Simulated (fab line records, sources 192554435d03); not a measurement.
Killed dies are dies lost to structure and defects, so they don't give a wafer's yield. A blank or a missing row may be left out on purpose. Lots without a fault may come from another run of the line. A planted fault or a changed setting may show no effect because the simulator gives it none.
Split-lot experiment | flow n5_finfet | 7 lots, 21 wafers read, on a route of 1938 steps

THE SPLIT
At N5_BEOL_M12_CMP_49 (polishes, stops on SiOC, t overpolish 20.6 s, target thk 320 nm), the setting down_force_psi was moved away from the recipe's 1 psi on 5 of the 21 wafers read, by -11.9% to +18.2%. The other wafers ran this setting at the recipe's value.

The reading is taken at the split's own step.

THE READING
barrier_field_endpoint_s, in s, at N5_BEOL_M12_CMP_49 (polishes, stops on SiOC, t overpolish 20.6 s, target thk 320 nm). Fault-free wafers of this fab line usually give 30.4 s, standard deviation 0.58 s.

wafer  | tool, chamber at the split | down_force_psi as run, psi | against the recipe | barrier_field_endpoint_s, s | against lot-mates on the recipe
L074.1 | cmp-03, 0                  | 1                          | recipe             | 30.6                        | -
L074.3 | cmp-03, 1                  | 1                          | recipe             | 30.5                        | -
L074.5 | cmp-03, 1                  | 1                          | recipe             | 30.6                        | -
L075.3 | cmp-02, 2                  | 1.062                      | +6.2%              | 28.7                        | -1.7
L075.1 | cmp-02, 3                  | 1                          | recipe             | 30.6                        | -
L075.6 | cmp-02, 1                  | 1                          | recipe             | 30.2                        | -
L076.3 | cmp-03, 2                  | 1                          | recipe             | 30.9                        | -
L076.6 | cmp-03, 1                  | 1                          | recipe             | 30.4                        | -
L076.5 | cmp-03, 2                  | 1                          | recipe             | 30.6                        | -
L079.1 | cmp-03, 1                  | 1                          | recipe             | 31.0                        | -
L079.6 | cmp-03, 3                  | 1                          | recipe             | 31.3                        | -
L079.5 | cmp-03, 0                  | 0.8814                     | -11.9%             | 35.0                        | +3.9
L091.3 | cmp-02, 3                  | 1                          | recipe             | 29.4                        | -
L091.1 | cmp-02, 2                  | 1.089                      | +8.9%              | 28.0                        | -1.4
L091.5 | cmp-02, 0                  | 1.089                      | +8.9%              | 28.2                        | -1.2
L089.4 | cmp-02, 1                  | 1                          | recipe             | 29.8                        | -
L089.2 | cmp-02, 0                  | 1                          | recipe             | 30.6                        | -
L089.5 | cmp-02, 1                  | 1                          | recipe             | 30.2                        | -
L096.2 | cmp-04, 3                  | 1                          | recipe             | 30.6                        | -
L096.3 | cmp-04, 0                  | 1                          | recipe             | 30.0                        | -
L096.5 | cmp-04, 3                  | 1.182                      | +18.2%             | 25.8                        | -4.5

THE FIT
A straight line over all 21 wafers: barrier_field_endpoint_s changes by -0.291 s for each +1% of down_force_psi; r = -0.96; the points scatter about the line by 0.5 s.
The same after taking each lot's own level away (the mean of its wafers on the recipe; 21 wafers): -0.247 s for each +1%; r = -0.96; scatter 0.39 s.
On that fit, the largest move of down_force_psi shifts the reading by 4.5 s.
The lots' own levels span 29.40 to 31.15 s, that is 3.0 times the standard deviation above.
So the lot-to-lot level changes the slope: the two fits differ.
Check: with one of the wafers moved furthest among these (+18.2%) left out of the fit, the line predicts -4.24 s for it against its lot-mates. It came out at -4.5 s against them.
Tool readings at the split's step, against how far the setting was moved: barrier_field_endpoint_s r = -0.96.

OTHER SPLITS ON THESE WAFERS
These wafers also went through other splits before the reading. Each is held against what the fit with the lots' levels taken away leaves over:
other split on the same wafers | wafers away from the commonest value | r with barrier_field_endpoint_s (lot level and that fit taken away)
N5_BEOL_M9_ETCH_62 time_s      | 8                                    | +0.03
N5_BEOL_M9_COAT_22 spin_rpm    | 9                                    | +0.10
N5_BEOL_M12_COAT_66 spin_rpm   | 5                                    | -0.37

THE FILE'S OWN FIT
barrier_field_endpoint_s changes by -0.256 s for each +1% of down_force_psi, r = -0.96.
